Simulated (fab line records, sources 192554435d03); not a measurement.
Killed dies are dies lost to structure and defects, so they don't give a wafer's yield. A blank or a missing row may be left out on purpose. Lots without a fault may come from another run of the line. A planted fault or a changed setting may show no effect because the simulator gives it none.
fab line records | flow n5_finfet | part 1 of 2: steps 1 to 4 of 6
record lots=20 wafers=60 last_day=18
route steps=1938 shown BEOL_M0_SAQP@662 BEOL_M0_CUTY@712 BEOL_M0@716 BEOL_M1@775
lots that met no fault: from a run of the same line without faults
start_h: hours from the record's first day to the start of the lot's first wafer shown | wait_h: hours since the lot's step before | " the same as in the row above | L1.1+2: a row that stands for several wafers | - no value, or no start given | * or withheld: withheld | < > ~ a bound
route shown NAME@n: a module of which the file shows steps, and the number in the route of the first | usual: mean/standard deviation of fault-free wafers | same: alike in all rows | chamber/n: place in a boat | sites: the reading at each site | _std_site: their standard deviation | _edge_site: outer sites' mean less inner sites' | radius_mm: how far each site lies from the wafer's centre | mask NAME#n: copy n | behind: the tool/chamber that last shaped the wafer | hold: why the lot was held/for how many hours/how that ended | device: the transistor (n, p or np) that didn't switch | end of line: the same wafers' tests at the end of the route | a step without rows: its recipe alone | killed: dies lost to structure and defects at the first sort, not the wafer's yield | map: a wafer's dies, x killed, . not, _ none there
set.NAME: the setting as run; set.NAME@STEP: as run at that earlier step | model.NAME: the simulator's own value behind a step, which no gauge read
steps of the route over a sample of lots; a table a step, a row a wafer
services: from which hour (start_h, from the record's first day; less than 0 if before it) a tool's chamber was out of use, for how many hours, and why
## steps
# step N5_BEOL_M0_SAQP_RECESS_114
# recipe chemistry=HF/NH3 target=SiO2 target_depth_a=144 afs_cycles=3 temp_c=30 sublimation_temp_c=180 sublimation_time_s=60
# usual drypump_motor_current_A=5.4/0.59 foreline_p_Torr=0.1280/0.00034
# columns lot.wafer tool chamber start_h wait_h drypump_motor_current_A foreline_p_Torr
L075.2 vapor_etch-02 0 110.61 0.0 5.3 0.1279
L075.4 " 0 " " 5.4 0.1284
L075.6 " 1 " " 4.7 0.1279
L076.1 vapor_etch-01 0 120.87 0.0 6.3 0.1281
L076.2 " 1 " " 5.6 0.1284
L076.4 " 1 " " 5.6 0.1283
L078.2 vapor_etch-02 1 136.81 0.0 4.7 0.1278
L078.4 " 0 " " 5.4 0.1278
L078.6 " 0 " " 5.4 0.1282
L079.3 vapor_etch-01 1 141.36 0.1 5.6 0.1286
L079.4 " 0 " " 6.3 0.1279
L079.6 " 1 " " 5.6 0.1289
L080.3 vapor_etch-01 1 146.26 0.2 5.6 0.1280
L080.5 " 0 " " 6.3 0.1278
L080.6 " 1 " " 5.6 0.1281
L081.2 vapor_etch-01 1 152.76 0.0 5.6 0.1287
L081.3 " 1 " " 5.5 0.1277
L081.4 " 0 " " 6.3 0.1281
L083.1 vapor_etch-01 1 162.12 0.2 5.6 0.1279
L083.2 " 0 " " 6.3 0.1279
L083.3 " 0 " " 6.3 0.1285
L085.1 vapor_etch-02 1 176.50 0.0 4.7 0.1283
L085.3 " 0 " " 5.3 0.1287
L085.5 " 0 " " 5.4 0.1283
L086.2 vapor_etch-02 0 184.58 0.0 5.3 0.1277
L086.3 " 0 " " 5.3 0.1276
L086.6 " 1 " " 4.7 0.1279
L087.1 vapor_etch-01 0 189.08 0.0 6.3 0.1284
L087.3 " 0 " " 6.3 0.1286
L087.6 " 0 " " 6.3 0.1282
L088.1 vapor_etch-02 0 200.35 0.0 5.4 0.1279
L088.4 " 1 " " 4.7 0.1283
L088.6 " 0 " " 5.4 0.1274
L089.1 vapor_etch-02 0 200.71 0.3 5.4 0.1276
L089.5 " 1 " " 4.7 0.1278
L089.6 " 0 " " 5.3 0.1281
L090.1 vapor_etch-01 0 205.32 0.0 6.4 0.1282
L090.3 " 1 " " 5.6 0.1279
L090.4 " 0 " " 6.3 0.1287
L091.2 vapor_etch-01 1 211.14 0.0 5.6 0.1278
L091.5 " 1 " " 5.6 0.1280
L091.6 " 0 " " 6.3 0.1284
L092.1 vapor_etch-02 0 218.22 0.0 5.3 0.1278
L092.2 " 1 " " 4.7 0.1281
L092.4 " 1 " " 4.7 0.1283
L093.1 vapor_etch-02 0 222.77 0.0 5.4 0.1278
L093.3 " 0 " " 5.4 0.1278
L093.4 " 1 " " 4.7 0.1280
L094.1 vapor_etch-01 0 226.57 0.0 6.3 0.1282
L094.5 " 1 " " 5.6 0.1279
L094.6 " 0 " " 6.3 0.1272
L095.3 vapor_etch-01 0 233.36 0.1 6.3 0.1281
L095.4 " 1 " " 5.6 0.1283
L095.6 " 0 " " 6.3 0.1282
L096.1 vapor_etch-02 0 247.62 0.0 5.3 0.1273
L096.4 " 1 " " 4.7 0.1282
L096.5 " 0 " " 5.3 0.1274
L097.1 vapor_etch-02 0 258.02 0.0 5.3 0.1276
L097.3 " 1 " " 4.7 0.1276
L097.5 " 0 " " 5.3 0.1281
# step N5_BEOL_M0_CUTY_ETCH_62
# recipe chemistry=CF4 target=SiARC mask_material=CAR-ArF-block time_s=58.5 ion_energy_ev=80 pressure_mtorr=40 source_w=545 bias_w=36 Ar_flow_sccm=100 cf4_flow_sccm=100 ends=cleared
# usual chamber_pressure_mTorr=40.00/0.036 drypump_motor_current_A=5.6/0.42 etch_rf_on_time_s=58.2/0.88 oes_product_au=0.69/0.068 rf_vpp_V=184.0/1.2 showerhead_plenum_p_Torr=2.15/0.072 throttle_valve_pct=15.60/0.26
# columns lot.wafer tool chamber start_h wait_h chamber_pressure_mTorr drypump_motor_current_A etch_rf_on_time_s oes_product_au rf_hours_counter_h rf_vpp_V showerhead_plenum_p_Torr throttle_valve_pct
L075.2 rie_diel-06 2 116.64 0.0 39.98 5.8 58.2 0.63 193 183.4 2.13 15.83
L075.4 " 0 " " 40.00 4.8 57.6 0.74 44 186.1 2.26 15.65
L075.6 " 2 " " 39.98 5.8 58.6 0.62 - 184.0 2.13 15.82
L076.1 rie_diel-01 2 126.05 0.0 39.97 5.3 58.1 0.68 98 183.5 2.08 15.39
L076.2 " 1 " " 39.97 5.6 59.1 0.60 207 183.2 2.13 15.78
L076.4 " 0 " " 40.01 6.2 59.4 0.60 207 182.7 2.13 16.01
L078.2 rie_diel-05 2 141.77 0.0 39.98 5.6 56.3 0.76 54 184.2 2.09 15.74
L078.4 " 0 " " 40.04 5.5 57.8 0.76 26 184.3 2.10 15.33
L078.6 " 1 " " 40.00 6.1 56.3 0.83 - 185.7 2.19 15.25
L079.3 rie_diel-01 2 147.23 0.0 39.94 5.2 57.9 0.67 105 183.2 2.07 15.41
L079.4 " 1 " " 40.08 5.6 59.2 0.60 214 185.7 2.13 15.80
L079.6 " 2 " " 40.01 5.3 58.3 0.67 - 184.3 2.07 15.39
L080.3 rie_diel-06 2 151.45 0.0 39.95 5.8 59.3 0.60 204 183.7 2.13 15.86
L080.5 " 2 " " 40.01 5.8 58.8 0.61 - 183.9 2.13 15.84
L080.6 " 1 " " 39.97 6.2 58.8 0.76 - 186.5 2.27 15.60
L081.2 rie_diel-05 1 158.71 0.0 40.02 6.1 56.9 0.80 11 182.9 2.19 15.24
L081.3 " 2 " " 39.97 5.6 56.4 0.75 61 182.9 2.08 15.75
L081.4 " 3 " " 39.96 5.0 58.0 0.76 20 184.8 2.27 15.43
L083.1 rie_diel-01 1 169.05 0.0 39.98 5.6 58.7 0.60 222 185.6 2.13 15.80
L083.2 " 3 " " 39.95 5.4 59.2 0.68 93 183.6 2.07 15.22
L083.3 " 0 " " 39.96 6.2 59.1 0.60 222 182.6 2.12 16.06
L085.1 rie_diel-06 3 183.71 0.0 40.07 5.7 59.1 0.58 239 184.6 2.20 16.09
L085.3 " 2 " " 40.00 5.8 58.9 0.61 215 184.0 2.12 15.88
L085.5 " 1 " " 39.97 6.2 58.5 0.74 - 185.8 2.27 15.63
L086.2 rie_diel-01 1 192.53 0.0 39.99 5.6 58.6 0.59 230 183.8 2.12 15.82
L086.3 " 2 " " 40.03 5.2 57.8 0.66 121 183.4 2.07 15.44
L086.6 " 1 " " 40.00 5.6 58.8 0.59 - 184.1 2.12 15.82
L087.1 rie_diel-05 2 194.81 0.0 40.03 5.7 56.3 0.74 74 183.5 2.08 15.80
L087.3 " 0 " " 40.04 5.5 58.0 0.73 43 183.1 2.10 15.36
L087.6 " 0 " " 40.01 5.5 58.5 0.74 - 183.2 2.10 15.35
L088.1 rie_diel-05 1 205.30 0.0 39.98 6.1 57.5 0.76 28 185.0 2.18 15.27
L088.4 " 0 " " 39.97 5.5 58.5 0.74 47 184.1 2.10 15.38
L088.6 " 2 " " 40.02 5.6 56.7 0.73 - 182.3 2.08 15.79
L089.1 rie_diel-05 2 205.68 0.0 40.01 5.7 57.2 0.73 78 182.2 2.08 15.79
L089.5 " 3 " " 39.99 4.9 58.1 0.74 - 185.4 2.27 15.42
L089.6 " 2 " " 40.03 5.6 57.3 0.73 - 182.2 2.08 15.79
L090.1 rie_diel-05 2 211.30 0.0 39.96 5.6 56.6 0.73 80 182.5 2.08 15.79
L090.3 " 0 " " 39.93 5.5 58.1 0.73 49 184.2 2.10 15.37
L090.4 " 1 " " 39.92 6.1 57.4 0.77 30 184.3 2.18 15.28
L091.2 rie_diel-01 3 217.70 0.0 39.96 5.4 58.1 0.68 110 182.8 2.07 15.23
L091.5 " 1 " " 39.97 5.7 58.3 0.58 - 183.5 2.12 15.83
L091.6 " 0 " " 40.02 6.2 58.9 0.59 - 183.2 2.12 16.06
L092.1 rie_diel-06 1 223.48 0.0 40.00 6.2 58.8 0.72 56 184.9 2.26 15.64
L092.2 " 0 " " 39.97 4.8 58.5 0.70 76 183.9 2.25 15.74
L092.4 " 0 " " 39.99 4.8 58.2 0.71 - 184.7 2.25 15.74
L093.1 rie_diel-01 1 228.30 0.0 39.98 5.6 59.2 0.58 242 183.9 2.12 15.84
L093.3 " 0 " " 40.04 6.2 59.7 0.58 243 183.3 2.12 16.05
L093.4 " 2 " " 39.97 5.3 58.5 0.65 132 182.1 2.06 15.47
L094.1 rie_diel-05 2 232.00 0.0 39.99 5.6 56.5 0.73 87 184.2 2.08 15.80
L094.5 " 0 " " 40.02 5.5 58.0 0.73 - 182.4 2.10 15.39
L094.6 " 1 " " 40.00 6.1 56.6 0.77 - 183.9 2.18 15.31
L095.3 rie_diel-05 1 238.62 0.0 40.02 6.1 57.6 0.76 39 184.1 2.18 15.29
L095.4 " 0 " " 40.02 5.5 59.4 0.71 58 182.8 2.09 15.39
L095.6 " 1 " " 40.00 6.1 57.1 0.76 - 183.9 2.18 15.30
L096.1 rie_diel-06 1 253.52 0.0 40.06 6.2 58.3 0.71 69 185.7 2.26 15.67
L096.4 " 1 " " 39.96 6.2 58.7 0.71 - 184.6 2.26 15.66
L096.5 " 3 " " 39.93 5.7 57.4 0.82 - 185.4 2.20 15.60
L097.1 rie_diel-05 3 264.00 0.0 39.99 4.9 57.9 0.72 57 185.3 2.26 15.50
L097.3 " 0 " " 40.01 5.5 58.9 0.70 67 183.2 2.09 15.41
L097.5 " 2 " " 40.04 5.6 56.6 0.72 - 182.7 2.07 15.82
# step N5_BEOL_M0_HM_OPEN_105
# recipe chemistry=Cl2/BCl3 target_depth_a=120 target=TiN ion_energy_ev=150 pressure_mtorr=10 icp_w=1000 bias_w=126 Cl2_flow_sccm=53.25 bcl3_flow_sccm=21.75 Ar_flow_sccm=25
# usual bcl3_flow_sccm=21.74/0.076 chamber_pressure_mTorr=10.001/0.0097 drypump_motor_current_A=5.9/0.34 oes_product_au=0.80/0.11 throttle_valve_pct=21.80/0.13
# columns lot.wafer tool chamber start_h wait_h bcl3_flow_sccm chamber_pressure_mTorr drypump_motor_current_A oes_product_au rf_hours_counter_h throttle_valve_pct
L075.2 rie_metal-01 1 120.26 3.4 21.71 10.010 5.4 0.65 102 21.99
L075.4 " 1 " " 21.78 9.995 5.3 0.65 - 21.99
L075.6 " 0 " " 21.74 10.007 5.5 0.92 - 21.82
L076.1 rie_metal-02 1 126.48 0.2 21.73 10.013 6.2 0.98 0 21.57
L076.2 " 0 " " 21.83 9.986 6.1 0.83 28 21.82
L076.4 " 0 " " 21.87 9.998 6.1 0.83 - 21.84
L078.2 rie_metal-01 0 142.64 0.7 21.61 9.997 5.5 0.92 10 21.81
L078.4 " 1 " " 21.61 10.003 5.4 0.65 - 21.99
L078.6 " 0 " " 21.62 10.009 5.5 0.92 - 21.79
L079.3 rie_metal-02 0 147.90 0.5 21.67 10.001 6.2 0.82 - 21.82
L079.4 " 1 " " 21.72 10.000 6.2 0.96 - 21.56
L079.6 " 1 " " 21.73 10.005 6.2 0.97 - 21.56
L080.3 rie_metal-02 1 151.77 0.1 21.64 10.005 6.2 0.94 - 21.55
L080.5 " 1 " " 21.73 10.005 6.2 0.95 - 21.58
L080.6 " 0 " " 21.74 10.000 6.1 0.82 - 21.85
L081.2 rie_metal-02 0 159.59 0.7 21.63 9.998 6.1 0.82 31 21.83
L081.3 " 1 " " 21.87 10.013 6.2 0.96 - 21.55
L081.4 " 0 " " 21.71 9.997 6.1 0.82 - 21.81
L083.1 rie_metal-03 0 171.17 1.9 21.73 10.004 6.1 0.65 99 21.74
L083.2 " 1 " " 21.77 9.999 5.8 0.77 38 21.79
L083.3 " 0 " " 21.76 9.995 6.1 0.66 - 21.76
L085.1 rie_metal-02 0 183.98 0.1 21.62 10.008 6.1 0.82 33 21.83
L085.3 " 1 " " 21.74 10.020 6.2 0.93 - 21.58
L085.5 " 0 " " 21.81 10.000 6.1 0.82 - 21.85
L086.2 rie_metal-01 1 192.82 0.1 21.68 9.999 5.3 0.64 108 22.01
L086.3 " 0 " " 21.76 9.998 5.5 0.88 - 21.82
L086.6 " 0 " " 21.74 9.947 5.6 0.89 - 21.82
L087.1 rie_metal-01 1 195.08 0.1 21.71 10.000 5.3 0.63 108 22.00
L087.3 " 0 " " 21.74 9.994 5.6 0.88 - 21.84
L087.6 " 0 " " 21.76 10.003 5.5 0.88 - 21.82
L088.1 rie_metal-01 1 206.07 0.6 21.82 9.989 5.4 0.63 109 22.02
L088.4 " 1 " " 21.78 9.990 5.4 0.64 - 22.01
L088.6 " 1 " " 21.74 9.988 5.4 0.64 - 22.00
L089.1 rie_metal-03 1 206.15 0.3 21.79 10.013 5.8 0.76 42 21.78
L089.5 " 1 " " 21.77 10.020 5.8 0.76 - 21.80
L089.6 " 0 " " 21.64 10.018 6.1 0.65 - 21.75
L090.1 rie_metal-01 0 211.65 0.1 21.79 10.009 5.6 0.89 15 21.81
L090.3 " 1 " " 21.82 9.999 5.4 0.64 - 22.00
L090.4 " 0 " " 21.83 10.003 5.6 0.89 - 21.82
L091.2 rie_metal-02 1 218.85 0.9 21.78 9.992 6.2 0.91 7 21.58
L091.5 " 0 " " 21.64 10.017 6.1 0.80 - 21.85
L091.6 " 1 " " 21.66 9.996 6.2 0.91 - 21.57
L092.1 rie_metal-03 0 229.55 5.9 21.72 10.015 6.1 0.64 105 21.74
L092.2 " 1 " " 21.82 10.005 5.8 0.77 44 21.80
L092.4 " 0 " " 21.77 10.005 6.1 0.64 - 21.75
L093.1 rie_metal-01 0 229.63 1.1 21.85 10.005 5.6 0.87 17 21.82
L093.3 " 1 " " 21.74 10.003 5.4 0.64 - 22.00
L093.4 " 0 " " 21.71 9.995 5.5 0.86 - 21.83
L094.1 rie_metal-01 1 232.44 0.2 21.76 10.007 5.4 0.63 111 22.02
L094.5 " 0 " " 21.75 10.007 5.6 0.87 - 21.84
L094.6 " 1 " " 21.76 10.008 5.4 0.63 - 22.01
L095.3 rie_metal-01 0 239.37 0.5 21.74 9.993 5.6 0.87 - 21.83
L095.4 " 1 " " 21.76 10.001 5.3 0.63 - 22.00
L095.6 " 1 " " 21.72 9.988 5.3 0.64 - 21.99
L096.1 rie_metal-02 1 254.10 0.3 21.68 10.010 6.2 0.89 10 21.61
L096.4 " 0 " " 21.73 9.986 6.2 0.80 - 21.84
L096.5 " 0 " " 21.71 10.006 6.2 0.80 - 21.84
L097.1 rie_metal-03 1 265.46 1.3 21.88 10.005 5.8 0.76 48 21.82
L097.3 " 1 " " 21.80 10.004 5.8 0.75 - 21.82
L097.5 " 0 " " 21.81 9.987 6.1 0.64 - 21.76
# step N5_BEOL_M0_STRIP_140
# recipe chemistry=CF4 resist=SiARC power_w=300 bias_power_w=75 pressure_mtorr=50 cf4_flow_sccm=150 rf_frequency_hz=6e+07
# usual chamber_pressure_mTorr=49.99/0.071 drypump_motor_current_A=5.6/0.42 oes_product_au=0.78/0.078 rf_vpp_V=271.2/1.7 showerhead_plenum_p_Torr=1.79/0.056 throttle_valve_pct=13.62/0.29
# columns lot.wafer tool chamber start_h wait_h chamber_pressure_mTorr drypump_motor_current_A oes_product_au rf_hours_counter_h rf_vpp_V showerhead_plenum_p_Torr throttle_valve_pct
L075.2 rie_diel-05 2 120.48 0.2 50.01 5.6 0.86 46 271.5 1.75 13.67
L075.4 " 2 " " 49.98 5.6 0.87 - 269.4 1.75 13.68
L075.6 " 2 " " 50.01 5.6 0.89 - 272.4 1.75 13.69
L076.1 rie_diel-01 2 126.92 0.4 50.16 5.3 0.78 98 270.6 1.75 13.38
L076.2 " 3 " " 49.88 5.4 0.81 79 270.3 1.74 13.17
L076.4 " 0 " " 50.06 6.2 0.70 207 269.2 1.78 13.94
L078.2 rie_diel-01 0 142.81 0.1 49.98 6.2 0.70 213 272.9 1.78 13.97
L078.4 " 1 " " 50.01 5.6 0.69 212 272.1 1.78 13.77
L078.6 " 1 " " 49.91 5.6 0.70 - 270.3 1.78 13.76
L079.3 rie_diel-06 3 148.20 0.2 50.02 5.7 0.68 225 269.6 1.85 14.05
L079.4 " 2 " " 50.04 5.8 0.71 202 272.8 1.79 13.84
L079.6 " 3 " " 50.01 5.7 0.69 - 272.9 1.85 14.06
L080.3 rie_diel-06 2 151.90 0.1 50.02 5.8 0.72 204 270.7 1.79 13.85
L080.5 " 1 " " 49.90 6.2 0.87 - 270.7 1.89 13.50
L080.6 " 3 " " 49.81 5.7 0.69 - 272.3 1.85 14.07
L081.2 rie_diel-01 1 159.83 0.2 50.03 5.6 0.69 218 269.8 1.78 13.78
L081.3 " 3 " " 49.97 5.4 0.81 90 270.2 1.73 13.18
L081.4 " 2 " " 50.09 5.3 0.78 109 266.9 1.75 13.42
L083.1 rie_diel-06 0 171.34 0.1 49.99 4.8 0.84 59 273.1 1.89 13.65
L083.2 " 3 " " 49.96 5.7 0.68 234 273.1 1.85 14.08
L083.3 " 2 " " 49.99 5.8 0.71 211 270.4 1.78 13.86
L085.1 rie_diel-01 2 184.22 0.2 49.94 5.3 0.77 118 269.9 1.74 13.43
L085.3 " 1 " " 49.97 5.6 0.68 226 270.5 1.78 13.80
L085.5 " 1 " " 50.01 5.7 0.68 - 270.8 1.78 13.84
L086.2 rie_diel-05 1 192.99 0.1 50.04 6.1 0.90 24 274.7 1.83 13.28
L086.3 " 0 " " 50.08 5.5 0.85 42 273.2 1.76 13.33
L086.6 " 3 " " 49.97 4.9 0.86 - 272.0 1.89 13.37
L087.1 rie_diel-01 3 195.25 0.1 50.06 5.3 0.80 102 270.2 1.73 13.21
L087.3 " 0 " " 50.03 6.2 0.70 232 272.3 1.77 14.03
L087.6 " 0 " " 49.98 6.2 0.69 - 272.7 1.77 14.01
L088.1 rie_diel-06 1 206.24 0.1 49.91 6.2 0.86 50 274.1 1.89 13.53
L088.4 " 0 " " 50.00 4.8 0.83 70 274.0 1.88 13.68
L088.6 " 0 " " 49.90 4.8 0.83 - 273.3 1.88 13.67
L089.1 rie_diel-05 1 206.32 0.1 50.01 6.1 0.88 28 271.0 1.83 13.23
L089.5 " 2 " " 50.04 5.6 0.82 - 270.5 1.74 13.73
L089.6 " 1 " " 50.11 6.1 0.88 - 273.0 1.83 13.24
L090.1 rie_diel-01 2 211.88 0.2 49.97 5.3 0.76 126 267.2 1.74 13.46
L090.3 " 3 " " 50.01 5.3 0.79 108 271.3 1.73 13.20
L090.4 " 0 " " 49.98 6.2 0.69 237 268.4 1.77 14.04
L091.2 rie_diel-01 2 219.20 0.3 50.07 5.3 0.75 129 270.4 1.74 13.47
L091.5 " 3 " " 49.96 5.3 0.78 - 271.6 1.73 13.24
L091.6 " 0 " " 50.04 6.2 0.69 - 272.2 1.77 14.05
L092.1 rie_diel-06 0 229.72 0.1 49.88 4.8 0.81 79 272.4 1.88 13.69
L092.2 " 1 " " 49.98 6.2 0.83 58 275.3 1.89 13.57
L092.4 " 1 " " 50.02 6.2 0.83 - 273.7 1.89 13.55
L093.1 rie_diel-01 0 229.88 0.2 50.08 6.2 0.69 243 271.0 1.77 14.07
L093.3 " 2 " " 49.95 5.3 0.74 132 269.4 1.74 13.49
L093.4 " 3 " " 49.90 5.4 0.79 114 270.7 1.73 13.21
L094.1 rie_diel-05 3 232.61 0.1 50.02 5.0 0.85 46 273.5 1.89 13.39
L094.5 " 3 " " 49.96 4.9 0.83 - 274.4 1.89 13.40
L094.6 " 2 " " 50.07 5.7 0.81 - 267.8 1.74 13.75
L095.3 rie_diel-01 2 239.49 0.1 49.96 5.2 0.75 136 271.9 1.74 13.49
L095.4 " 0 " " 49.97 6.2 0.68 247 269.6 1.77 14.05
L095.6 " 0 " " 49.93 6.2 0.68 - 269.6 1.77 14.07
L096.1 rie_diel-01 2 254.85 0.7 50.00 5.3 0.75 144 268.6 1.74 13.47
L096.4 " 1 " " 50.08 5.6 0.67 - 269.8 1.77 13.88
L096.5 " 2 " " 50.03 5.3 0.74 - 270.0 1.74 13.49
L097.1 rie_diel-06 2 265.63 0.1 50.04 5.8 0.69 240 269.9 1.78 13.95
L097.3 " 3 " " 50.02 5.6 0.93 10 270.6 1.84 13.56
L097.5 " 2 " " 50.11 5.8 0.68 - 269.7 1.78 13.92
